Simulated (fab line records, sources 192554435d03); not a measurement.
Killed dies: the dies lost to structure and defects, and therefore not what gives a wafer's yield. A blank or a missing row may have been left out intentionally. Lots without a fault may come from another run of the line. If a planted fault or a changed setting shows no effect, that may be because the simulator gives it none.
fab line records | flow n5-finfet
record lots=7 wafers=39
route steps=1938 shown ZERO_LAYER@4 FIN_SAQP@134 SD_EPI_N@269 HKMG_FIN@412 MOL_CONTACT_COAG@610 BEOL_M2@841
start-h: the number of hours between the record's first day and the start of the first shown wafer of the lot | wait-h: how many hours have passed since the lot's step before this one | " identical to the entry in the row above | L1.1+2: one row covering several wafers at once | - no value present, or no start provided | * or withheld: withheld | < > ~ a bound
route shown NAME@n: a module of which the file shows steps, and the number in the route of the first | usual: average and standard deviation across the fault-free wafers | same: alike in all rows | chamber/n: place in a boat | sites: each site's reading | _std_site: standard deviation across them | _edge_site: outer sites' mean less inner sites' | radius-mm: how far each site lies from the wafer's centre | mask NAME#n: copy n | behind: the last tool/chamber to shape the wafer | hold: what put the lot on hold/how long, in hours/how the hold closed | device: whichever transistor did not switch (one of n, p or np) | end of line: tests run on the same wafers once the route is complete | step lacking rows: just its recipe | killed: the dies lost at the first sort to structure and to defects; this is not the yield of the wafer | map: a wafer's dies, x killed, . not, _ none there
set.NAME: setting as actually run; set.NAME@STEP: the setting as run at that earlier step | model.NAME: the simulator's own value behind a step, which no gauge read
lots where settings were altered on purpose, with a table for each step and a row for each wafer
## steps
# step N5_ZERO_LAYER_PECVD_02
# recipe material=SiO2 target-thk-a=100 temp-c=400 precursor=SiH4/N2O pressure-torr=0.75 rf-w=275 time-s=6
# columns lot.wafer tool chamber start-h wait-h set.time-s model.SiO2_of_ZERO_LAYER_PECVD_02.thk-nm
L074.1 pecvd-04 2 12.28 0.0 8.805 14.65
L074.2 " 0 " " 6 9.778
L074.3 " 1 " " 8.805 14.37
L074.4 " 1 " " 6 9.881
L074.5 " 2 " " 6 9.963
L074.6 " 0 " " 8.805 14.64
L077.1 pecvd-04 2 30.46 0.0 6 9.952
L077.2 " 1 " " 6 9.779
L077.3 " 0 " " 6 9.656
L077.4 " 1 " " 6 10.01
L077.5 " 2 " " 6 10.06
L077.6 " 0 " " 6 9.85
L079.1 pecvd-04 2 42.28 0.0 6 10.14
L079.2 " 0 " " 6 9.826
L079.3 " 1 " " 2.541 3.959
L079.4 " 0 " " 6 9.865
L079.5 " 2 " " 2.541 4.274
L079.6 " 1 " " 2.541 4.294
L081.1 pecvd-04 2 54.28 0.0 6 10.01
L081.2 " 0 " " 6 9.894
L081.4 " 1 " " 6 9.979
L083.1 pecvd-01 1 66.28 0.0 6 10.05
L083.2 " 0 " " 6 9.933
L083.3 " 2 " " 6 9.765
L083.4 " 2 " " 6 9.719
L083.5 " 0 " " 6 10.01
L083.6 " 1 " " 6 9.944
L091.1 pecvd-04 1 114.30 0.0 6 10.07
L091.2 " 0 " " 6 9.908
L091.3 " 2 " " 8.189 13.58
L091.4 " 2 " " 8.189 13.85
L091.5 " 0 " " 6 10
L091.6 " 1 " " 8.189 13.8
L092.1 pecvd-02 2 120.28 0.0 6.92 11.61
L092.2 " 1 " " 6 10.1
L092.3 " 0 " " 6.92 11.55
L092.4 " 2 " " 6 10.04
L092.5 " 0 " " 6 10.14
L092.6 " 1 " " 6.92 11.84
# step N5_FIN_SAQP_ETCH_69
# recipe chemistry=N2/H2 target=SOC target-depth-a=1500 stop-on=SiNx ion-energy-ev=100 bias-w=61 pressure-mtorr=30 source-w=850 n2-flow-sccm=200 h2-flow-sccm=200
# columns lot.wafer tool chamber start-h wait-h set.target-depth-a model.SOC_of_FIN_SAQP_COAT_68.thk-nm model.etch.depth-nm
L074.1+2+3 rie-diel-02 3,0,1 27.44 - 2361 0 55
L074.4 " 3 " " 1500 6 54.31
L074.5 " 0 " " 1500 5.6 54.29
L074.6 " 1 " " 1500 4.6 54.91
L077.1 rie-diel-04 1 42.94 - 1058 33.6 38.42
L077.2 " 2 " " 1058 33.2 38.58
L077.3 " 3 " " 1500 4.2 55
L077.4 " 2 " " 1058 32.6 38.9
L077.5 " 1 " " 1500 5 54.81
L077.6 " 3 " " 1500 4 55
L079.1 rie-diel-02 1 55.05 - 900.6 42.8 33.07
L079.2 " 2 " " 1500 4.6 55
L079.3 " 3 " " 900.6 43.4 32.74
L079.4 " 2 " " 900.6 42.4 33.34
L079.5 " 3 " " 1500 5.2 54.74
L079.6 " 1 " " 1500 4.6 54.95
L081.1 rie-diel-04 3 66.83 - 1500 3.6 55
L081.2 " 2 " " 1500 3.8 55
L081.4 " 1 " " 1500 5 54.9
L083.1+4 rie-diel-04 2,3 81.11 - 1500 3.2 55
L083.2+5 " 0,3 " " 1500 3.4 55
L083.3 " 1 " " 1500 6.4 54.24
L083.6 " 0 " " 1500 2.8 55
L091.1 rie-diel-05 0 126.91 - 940 40.6 34.51
L091.2 " 3 " " 940 40.2 34.66
L091.3 " 1 " " 1500 6.4 54.3
L091.4 " 1 " " 1500 6 54.46
L091.5 " 3 " " 1500 5 55
L091.6 " 0 " " 940 40.8 34.45
L092.1 rie-diel-04 1 132.63 - 1500 5.6 54.53
L092.2 " 2 " " 1253 19.4 46.47
L092.3 " 3 " " 1500 2.6 55
L092.4 " 0 " " 1500 1.6 55
L092.5 " 1 " " 1253 20.6 45.65
L092.6 " 0 " " 1253 18.8 46.96
# step N5_SD_EPI_N_DEVELOP_08
# recipe develop-time-s=30 developer=TMAH resist=CAR-ArF-block dev-temp-c=23 rinse-liquid=diw dry=air-spin
# columns lot.wafer tool chamber start-h wait-h set.develop-time-s
L074.1+2+6 litho-track-02 0 - - 23.09
L074.3+4+5 " 0 " " 30
L077.1+2+3+4+5+6 litho-track-02 0 - - 30
L079.1+3+5 litho-track-04 0 - - 38.09
L079.2+4+6 " 0 " " 30
L081.1+2+4 litho-track-02 0 - - 30
L083.1+4+6 litho-track-05 0 - - 36.35
L083.2+3+5 " 0 " " 30
L091.1+3+5 litho-track-04 0 - - 30
L091.2+4+6 " 0 " " 16.06
L092.1+2+3+4+5+6 litho-track-05 0 - - 30
# step N5_SD_EPI_N_CD_MEAS_09
# recipe target-cd-nm=120 landing-energy-ev=500 detector=se-inlens
# usual cd-nm=120.2/0.48
# columns lot.wafer tool chamber start-h wait-h set.develop-time-s@SD_EPI_N_DEVELOP_08 cd-nm
L074.1 cd-sem-03 0 50.05 - 23.09 118.6
L074.2 " 0 " " 23.09 118.5
L074.3 " 0 " " 30 119.6
L074.4 " 0 " " 30 120.0
L074.5 " 0 " " 30 120.0
L074.6 " 0 " " 23.09 118.5
L077.1 cd-sem-02 0 68.59 - 30 120.5
L077.2 " 0 " " 30 119.8
L077.3 " 0 " " 30 120.4
L077.4 " 0 " " 30 120.6
L077.5 " 0 " " 30 119.9
L077.6 " 0 " " 30 119.8
L079.1 cd-sem-01 0 78.46 - 38.09 121.5
L079.2 " 0 " " 30 121.0
L079.3 " 0 " " 38.09 122.1
L079.4 " 0 " " 30 120.5
L079.5 " 0 " " 38.09 121.9
L079.6 " 0 " " 30 120.0
L081.1 cd-sem-01 0 95.84 - 30 121.4
L081.2 " 0 " " 30 120.9
L081.4 " 0 " " 30 120.3
L083.1 cd-sem-02 0 107.47 - 36.35 121.7
L083.2 " 0 " " 30 120.2
L083.3 " 0 " " 30 119.9
L083.4 " 0 " " 36.35 120.9
L083.5 " 0 " " 30 120.2
L083.6 " 0 " " 36.35 121.4
L091.1 cd-sem-02 0 151.87 - 30 120.6
L091.2 " 0 " " 16.06 117.1
L091.3 " 0 " " 30 120.5
L091.4 " 0 " " 16.06 116.4
L091.5 " 0 " " 30 120.4
L091.6 " 0 " " 16.06 117.1
L092.1 cd-sem-03 0 156.06 - 30 120.4
L092.2 " 0 " " 30 119.6
L092.3 " 0 " " 30 120.2
L092.4 " 0 " " 30 120.3
L092.5 " 0 " " 30 119.6
L092.6 " 0 " " 30 119.9
# step N5_SD_EPI_N_DESCUM_14
# recipe chemistry=O2 time-s=7.9 source-power-w=50 bias-power-w=20 pressure-mtorr=20 rf-frequency-hz=2.712e+07 temp-c=40 resist=CAR-ArF-block o2-flow-sccm=225
# columns lot.wafer tool chamber start-h wait-h set.develop-time-s@SD_EPI_N_DEVELOP_08 model.SD_EPI_N.cd-nm
L074.1 rie-diel-05 3 50.37 0.3 23.09 118.6
L074.2+6 " 2,0 " " 23.09 118.4
L074.3 " 0 " " 30 119.6
L074.4 " 1 " " 30 120
L074.5 " 1 " " 30 119.8
L077.1+4 rie-diel-02 2,1 68.71 0.0 30 120.4
L077.2 " 3 " " 30 119.6
L077.3 " 1 " " 30 120.2
L077.5 " 2 " " 30 119.8
L077.6 " 3 " " 30 120
L079.1 rie-diel-02 2 78.55 0.0 38.09 121.6
L079.2 " 0 " " 30 121
L079.3+5 " 3 " " 38.09 122.4
L079.4 " 1 " " 30 120.8
L079.6 " 0 " " 30 120.4
L081.1+2 rie-diel-02 3,1 95.94 0.0 30 121
L081.4 " 0 " " 30 120.6
L083.1 rie-diel-02 2 107.93 0.4 36.35 121.4
L083.2 " 3 " " 30 120
L083.3 " 0 " " 30 119.6
L083.4 " 1 " " 36.35 121
L083.5 " 0 " " 30 120.2
L083.6 " 1 " " 36.35 121.2
L091.1 rie-diel-04 0 151.96 0.0 30 120.4
L091.2 " 1 " " 16.06 117
L091.3+5 " 2,3 " " 30 120
L091.4+6 " 3,2 " " 16.06 116.6
L092.1 rie-diel-02 2 156.31 0.2 30 120.4
L092.2+5 " 0 " " 30 119.6
L092.3+4 " 1,3 " " 30 120.2
L092.6 " 3 " " 30 119.8
# step N5_SD_EPI_N_ETCH_34
# recipe chemistry=CF4 target=SiARC target-depth-a=455 mask-material=CAR-ArF-block time-s=75.8 ion-energy-ev=80 pressure-mtorr=40 source-w=545 bias-w=36 Ar_flow_sccm=100 cf4-flow-sccm=100 ends=cleared
# columns lot.wafer tool chamber start-h wait-h set.develop-time-s@SD_EPI_N_DEVELOP_08 model.SD_EPI_N.cd-nm
L074.1 rie-diel-05 3 50.40 0.0 23.09 118.8
L074.2+6 " 2,0 " " 23.09 118.6
L074.3 " 0 " " 30 119.6
L074.4 " 1 " " 30 120
L074.5 " 1 " " 30 119.8
L077.1+3 rie-diel-02 2,1 68.74 0.0 30 120.4
L077.2+5 " 3,2 " " 30 119.8
L077.4 " 1 " " 30 120.6
L077.6 " 3 " " 30 120
L079.1 rie-diel-02 2 78.58 0.0 38.09 121.6
L079.2 " 0 " " 30 121.2
L079.3+5 " 3 " " 38.09 122.6
L079.4 " 1 " " 30 121
L079.6 " 0 " " 30 120.6
L081.1+2 rie-diel-02 3,1 95.97 0.0 30 121
L081.4 " 0 " " 30 120.6
L083.1+6 rie-diel-02 2,1 107.97 0.0 36.35 121.2
L083.2 " 3 " " 30 120
L083.3 " 0 " " 30 119.6
L083.4 " 1 " " 36.35 121
L083.5 " 0 " " 30 120.2
L091.1 rie-diel-04 0 152.00 0.0 30 120.4
L091.2 " 1 " " 16.06 117
L091.3+5 " 2,3 " " 30 120
L091.4+6 " 3,2 " " 16.06 116.6
L092.1+3 rie-diel-02 2,1 156.35 0.0 30 120.4
L092.2 " 0 " " 30 119.6
L092.4 " 3 " " 30 120.2
L092.5 " 0 " " 30 119.8
L092.6 " 3 " " 30 120
# step N5_HKMG_FIN_ALD_79
# recipe material=TiN target-thk-a=15 temp-c=400 ald-precursor-family=TiCl4 ald-co-reactant=NH3 pulse-time-s=1 purge-time-s=3 co-reactant-purge-time-s=2 co-reactant-pulse-time-s=2 ald-cycles=68 pressure-torr=3
# columns lot.wafer tool chamber start-h wait-h set.ald-cycles model.TiN_of_HKMG_FIN_ALD_79.thk-nm
L074.1 ald-metal-01 1 74.19 0.0 68 1.4
L074.2+3+5 " 0,2,0 " " 51 1.2
L074.4+6 " 3,1 " " 68 1.6
L077.1+3+5 ald-metal-02 1,2,2 91.42 0.0 68 1.4
L077.2+4+6 " 0,3,3 " " 68 1.6
L079.1+2+6 ald-metal-02 3,1,0 104.70 0.0 68 1.4
L079.3 " 2 " " 32 0.6
L079.4+5 " 0,3 " " 32 0.8
L081.1+2+4 ald-metal-03 1,0,2 119.75 0.0 68 1.6
L083.1 ald-metal-03 2 131.69 0.0 68 1.4
L083.2+3+4+5+6 " 3,1,0,1,0 " " 68 1.6
L091.1 ald-metal-02 3 175.69 0.0 68 1.4
L091.2+5+6 " 2,1,2 " " 103 2.2
L091.3+4 " 0,1 " " 68 1.6
L092.1+3+4+5+6 ald-metal-03 0,2,1,1,0 179.19 0.0 68 1.6
L092.2 " 3 " " 68 1.4
# step N5_HKMG_FIN_CVD_62
# recipe material=a-Si target-thk-a=30 temp-c=500 precursor=Si2H6 pressure-torr=1 time-s=20.8
# step N5_HKMG_FIN_RTA_80
# recipe temp-c=withheld time-s=2 ambient=N2 idle-temp-c=600 ramp-up-c-per-s=150 ramp-down-c-per-s=60 cool-to-c=600
# step N5_HKMG_FIN_PRECLEAN_64
# recipe chemistry=dHF time-s=30 temp-c=25 dilution=withheld
# step N5_HKMG_FIN_WET_ETCH_65
# recipe chemistry=TMAH temp-c=70 conc-wt-pct=5 target=a-Si stop-on=TiN time-s=49 target-depth-nm=3
# columns lot.wafer tool chamber start-h wait-h set.ald-cycles@HKMG_FIN_ALD_79 model.TiN_of_HKMG_FIN_ALD_79.thk-nm
L074.1 wet-bench-05 1 74.85 0.0 68 1.2
L074.2+3+5 " 2,5,0 " " 51 1
L074.4+6 " 3,4 " " 68 1.4
L077.1+2+3+4+5+6 wet-bench-06 3,2,0,1,7,4 92.07 0.0 68 1.2
L079.1+2+6 wet-bench-06 1,7,4 105.35 0.0 68 1.2
L079.3+4+5 " 0,6,5 " " 32 0.4
L081.1+4 wet-bench-01 3,7 120.40 0.0 68 1.2
L081.2 " 5 " " 68 1.4
L083.1+2 wet-bench-01 5,6 132.38 0.0 68 1.2
L083.3+4+5+6 " 4,3,0,7 " " 68 1.4
L091.1+3 wet-bench-05 0,1 176.34 0.0 68 1.2
L091.2+5+6 " 7,4,6 " " 103 2
L091.4 " 5 " " 68 1.4
L092.1+6 wet-bench-05 7,4 179.84 0.0 68 1.4
L092.2+3+4+5 " 0,2,1,3 " " 68 1.2
# step N5_MOL_CONTACT_COAG_ETCH_67
# recipe chemistry=N2/H2 target=SOC target-depth-a=600 overetch-a=210 mask-material=SiARC temp-c=40 time-s=101.2 ion-energy-ev=200 pressure-mtorr=30 source-w=840 bias-w=150 n2-flow-sccm=200 h2-flow-sccm=200
# usual oes-product-au=0.67/0.065
# columns lot.wafer tool chamber start-h wait-h set.target-depth-a oes-product-au model.etch.depth-nm model.SiARC_of_MOL_CONTACT_COAG_COAT_63.thk-nm
L074.1 rie-diel-04 0 105.31 0.0 494.2 0.85 60.01 6.2
L074.2 " 1 " " 600 0.62 60.03 5.8
L074.3 " 2 " " 494.2 0.82 59.95 6.2
L074.4 " 3 " " 600 0.62 59.93 5.6
L074.5 " 2 " " 494.2 0.82 59.97 6.2
L074.6 " 1 " " 600 0.63 60.12 5.8
L077.1 rie-diel-04 1 119.99 0.0 600 0.62 60.22 5.8
L077.2 " 0 " " 356.1 0.92 57.03 7
L077.3 " 3 " " 600 0.63 60.12 5.8
L077.4 " 2 " " 356.1 0.89 56.62 7
L077.5 " 1 " " 600 0.63 60.37 5.8
L077.6 " 0 " " 356.1 0.92 57.44 7
L079.1 rie-diel-02 0 131.82 0.0 600 0.74 60.14 5.8
L079.2 " 2 " " 698 0.53 60.23 5.2
L079.3 " 1 " " 600 0.70 60.01 5.8
L079.4 " 3 " " 698 0.59 60.1 5.4
L079.5 " 0 " " 698 0.69 60.1 5.2
L079.6 " 1 " " 600 0.70 60.01 5.8
L081.1 rie-diel-05 3 150.74 0.0 600 0.60 59.95 5.8
L081.2 " 1 " " 600 0.64 59.96 5.8
L081.4 " 0 " " 600 0.64 59.9 5.8
L083.1 rie-diel-04 0 158.84 0.0 600 0.75 59.88 5.8
L083.2 " 3 " " 892.6 0.53 59.94 4.2
L083.3 " 2 " " 600 0.73 59.93 5.8
L083.4 " 1 " " 892.6 0.52 59.81 4.4
L083.5 " 0 " " 600 0.75 59.92 5.8
L083.6 " 1 " " 892.6 0.52 60.09 4.4
L091.1 rie-diel-04 0 200.48 0.0 305 0.89 52.62 7.2
L091.2 " 2 " " 600 0.71 59.91 5.8
L091.3 " 1 " " 600 0.60 60.08 5.8
L091.4 " 3 " " 305 0.73 51.81 7.2
L091.5 " 0 " " 305 0.88 52.21 7.2
L091.6 " 1 " " 600 0.60 59.97 5.8
L092.1 rie-diel-04 0 206.62 0.0 600 0.73 60.08 5.8
L092.2 " 2 " " 600 0.71 60.18 5.8
L092.3 " 1 " " 600 0.60 60.02 6
L092.4 " 3 " " 600 0.61 60.27 5.8
L092.5 " 2 " " 600 0.71 60.06 5.8
L092.6 " 3 " " 600 0.60 60 5.8
# step N5_MOL_CONTACT_COAG_STRIP_68
# recipe chemistry=N2/H2 temp-c=40 n2-flow-sccm=200 h2-flow-sccm=200 rf-frequency-hz=6e+07
# step N5_MOL_CONTACT_COAG_STRIP_69
# recipe chemistry=N2/H2 temp-c=40 n2-flow-sccm=200 h2-flow-sccm=200 rf-frequency-hz=6e+07
# step N5_MOL_CONTACT_COAG_PRECLEAN_138
# recipe chemistry=alkaline-clean temp-c=60 time-s=60 do-ppb=50
# step N5_MOL_CONTACT_COAG_SRD_139
# recipe dry=ipa-marangoni time-s=30 temp-c=23 rinse-liquid=diw
# step N5_MOL_CONTACT_COAG_CD_MEAS_101
# recipe target-cd-nm=16
# usual cd-nm=16.03/0.26
# columns lot.wafer tool chamber start-h wait-h set.target-depth-a@MOL_CONTACT_COAG_ETCH_67 cd-nm
L074.1 cd-sem-02 - 105.78 0.0 494.2 15.37
L074.2 " - " " 600 15.58
L074.3 " - " " 494.2 15.47
L074.4 " - " " 600 15.74
L074.5 " - " " 494.2 15.24
L074.6 " - " " 600 15.80
L077.1 cd-sem-01 - 120.47 0.0 600 16.18
L077.2 " - " " 356.1 15.32
L077.3 " - " " 600 15.92
L077.4 " - " " 356.1 15.20
L077.5 " - " " 600 15.59
L077.6 " - " " 356.1 15.38
L079.1 cd-sem-03 - 132.30 0.0 600 15.97
L079.2 " - " " 698 16.18
L079.3 " - " " 600 16.02
L079.4 " - " " 698 15.93
L079.5 " - " " 698 16.39
L079.6 " - " " 600 15.89
L081.1 cd-sem-03 - 151.22 0.0 600 16.27
L081.2 " - " " 600 15.81
L081.4 " - " " 600 15.95
L083.1 cd-sem-02 - 159.31 0.0 600 16.02
L083.2 " - " " 892.6 17.11
L083.3 " - " " 600 15.78
L083.4 " - " " 892.6 16.91
L083.5 " - " " 600 15.98
L083.6 " - " " 892.6 16.78
L091.1 cd-sem-01 - 200.95 0.0 305 15.00
L091.2 " - " " 600 16.09
L091.3 " - " " 600 15.93
L091.4 " - " " 305 15.43
L091.5 " - " " 305 15.41
L091.6 " - " " 600 16.25
L092.1 cd-sem-02 - 207.10 0.0 600 16.24
L092.2 " - " " 600 16.10
L092.3 " - " " 600 16.16
L092.4 " - " " 600 16.18
L092.5 " - " " 600 15.76
L092.6 " - " " 600 16.67
# step N5_BEOL_M2_ILD_DEP_00
# recipe material=SiOC target-thk-a=790 temp-c=350 precursor=DEMS/O2 pressure-torr=5 rf-w=500 time-s=15.3
# columns lot.wafer tool chamber start-h wait-h set.time-s model.SiOC_of_BEOL_M2_ILD_DEP_00.thk-nm
L074.1 pecvd-03 1 137.64 0.0 18.47 94.4
L074.2 " 2 " " 15.3 78.4
L074.3 " 0 " " 18.47 94.8
L074.4 " 1 " " 15.3 80.6
L074.5 " 2 " " 15.3 78.8
L074.6 " 0 " " 18.47 95.8
L077.1 pecvd-03 1 148.32 0.0 8.763 45.8
L077.2 " 0 " " 8.763 45.4
L077.3 " 2 " " 8.763 45.2
L077.4+6 " 0,2 " " 15.3 79.8
L077.5 " 1 " " 15.3 79
L079.1 pecvd-04 0 163.72 0.0 15.3 79
L079.2 " 1 " " 21.88 111.2
L079.3 " 2 " " 21.88 111
L079.4 " 1 " " 15.3 78.6
L079.5 " 0 " " 21.88 113.2
L079.6 " 2 " " 15.3 80
L081.1+2 pecvd-03 2,0 180.60 0.0 15.3 78.6
L081.4 " 1 " " 15.3 79
L083.1 pecvd-02 1 195.95 0.0 15.3 78
L083.2+3 " 2,0 " " 21.87 111.6
L083.4 " 0 " " 21.87 113.4
L083.5 " 2 " " 15.3 80
L083.6 " 1 " " 15.3 79.4
L091.1+2 pecvd-04 2,0 233.30 0.0 15.3 79.2
L091.3+4 " 1,2 " " 6.238 33.4
L091.5 " 1 " " 15.3 80.4
L091.6 " 0 " " 6.238 34.4
L092.1+5 pecvd-04 1,2 235.21 0.0 8.745 46.2
L092.2 " 2 " " 15.3 78
L092.3 " 0 " " 15.3 79.4
L092.4 " 0 " " 15.3 80.8
L092.6 " 1 " " 8.745 45.2
# step N5_BEOL_M2_THK_MEAS_01
# recipe reads=SiOC_of_BEOL_M2_ILD_DEP_00
# usual M2_ILD_THK=79.1/0.87
# columns lot.wafer tool chamber start-h wait-h set.time-s@BEOL_M2_ILD_DEP_00 M2_ILD_THK[nm]
L074.1 film-metro-02 - 137.71 0.0 18.47 94.5
L074.2 " - " " 15.3 78.4
L074.3 " - " " 18.47 94.8
L074.4 " - " " 15.3 80.6
L074.5 " - " " 15.3 78.7
L074.6 " - " " 18.47 95.8
L077.1 film-metro-01 - 148.39 0.0 8.763 45.8
L077.2 " - " " 8.763 45.4
L077.3 " - " " 8.763 45.2
L077.4 " - " " 15.3 79.8
L077.5 " - " " 15.3 79.0
L077.6 " - " " 15.3 79.7
L079.1 film-metro-01 - 163.79 0.0 15.3 78.9
L079.2 " - " " 21.88 111.1
L079.3 " - " " 21.88 111.2
L079.4 " - " " 15.3 78.7
L079.5 " - " " 21.88 113.1
L079.6 " - " " 15.3 80.0
L081.1 film-metro-01 - 180.66 0.0 15.3 78.7
L081.2 " - " " 15.3 78.7
L081.4 " - " " 15.3 78.9
L083.1 film-metro-01 - 196.02 0.0 15.3 78.1
L083.2 " - " " 21.87 111.5
L083.3 " - " " 21.87 111.6
L083.4 " - " " 21.87 113.4
L083.5 " - " " 15.3 79.9
L083.6 " - " " 15.3 79.5
L091.1 film-metro-02 - 233.37 0.0 15.3 79.3
L091.2 " - " " 15.3 79.0
L091.3 " - " " 6.238 33.4
L091.4 " - " " 6.238 33.2
L091.5 " - " " 15.3 80.3
L091.6 " - " " 6.238 34.3
L092.1 film-metro-01 - 235.28 0.0 8.745 46.1
L092.2 " - " " 15.3 78.0
L092.3 " - " " 15.3 79.5
L092.4 " - " " 15.3 80.8
L092.5 " - " " 8.745 46.3
L092.6 " - " " 8.745 45.1
## key
split step=N5_ZERO_LAYER_PECVD_02 setting=time-s stated=6 by=wafer
response step=N5_ZERO_LAYER_PECVD_02 reading=model.SiO2_of_ZERO_LAYER_PECVD_02.thk-nm change=+0.101 per=1% r=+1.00
split step=N5_FIN_SAQP_ETCH_69 setting=target-depth-a stated=1500 by=wafer
response step=N5_FIN_SAQP_ETCH_69 reading=model.SOC_of_FIN_SAQP_COAT_68.thk-nm shape=bent at-lowest=42.87 at-stated=4.408 at-highest=0
response step=N5_FIN_SAQP_ETCH_69 reading=model.etch.depth-nm shape=bent at-lowest=33.05 at-stated=54.81 at-highest=55
split step=N5_SD_EPI_N_DEVELOP_08 setting=develop-time-s stated=30 by=wafer
response step=N5_SD_EPI_N_CD_MEAS_09 reading=cd-nm change=+0.0675 per=1% r=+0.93
response step=N5_SD_EPI_N_DESCUM_14 reading=model.SD_EPI_N.cd-nm change=+0.0655 per=1% r=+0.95
response step=N5_SD_EPI_N_ETCH_34 reading=model.SD_EPI_N.cd-nm change=+0.0635 per=1% r=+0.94
split step=N5_HKMG_FIN_ALD_79 setting=ald-cycles stated=68 by=wafer
response step=N5_HKMG_FIN_ALD_79 reading=model.TiN_of_HKMG_FIN_ALD_79.thk-nm change=+0.0128 per=1% r=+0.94
response step=N5_HKMG_FIN_WET_ETCH_65 reading=model.TiN_of_HKMG_FIN_ALD_79.thk-nm change=+0.0146 per=1% r=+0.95
split step=N5_MOL_CONTACT_COAG_ETCH_67 setting=target-depth-a stated=600 by=wafer
response step=N5_MOL_CONTACT_COAG_ETCH_67 reading=oes-product-au change=-0.0053 per=1% r=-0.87
response step=N5_MOL_CONTACT_COAG_ETCH_67 reading=model.etch.depth-nm shape=bent at-lowest=52.21 at-stated=60.04 at-highest=59.95
response step=N5_MOL_CONTACT_COAG_ETCH_67 reading=model.SiARC_of_MOL_CONTACT_COAG_COAT_63.thk-nm change=-0.0293 per=1% r=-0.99
response step=N5_MOL_CONTACT_COAG_CD_MEAS_101 reading=cd-nm change=+0.0175 per=1% r=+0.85
split step=N5_BEOL_M2_ILD_DEP_00 setting=time-s stated=15.3 by=wafer
response step=N5_BEOL_M2_ILD_DEP_00 reading=model.SiOC_of_BEOL_M2_ILD_DEP_00.thk-nm change=+0.775 per=1% r=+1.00
response step=N5_BEOL_M2_THK_MEAS_01 reading=M2_ILD_THK change=+0.775 per=1% r=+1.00
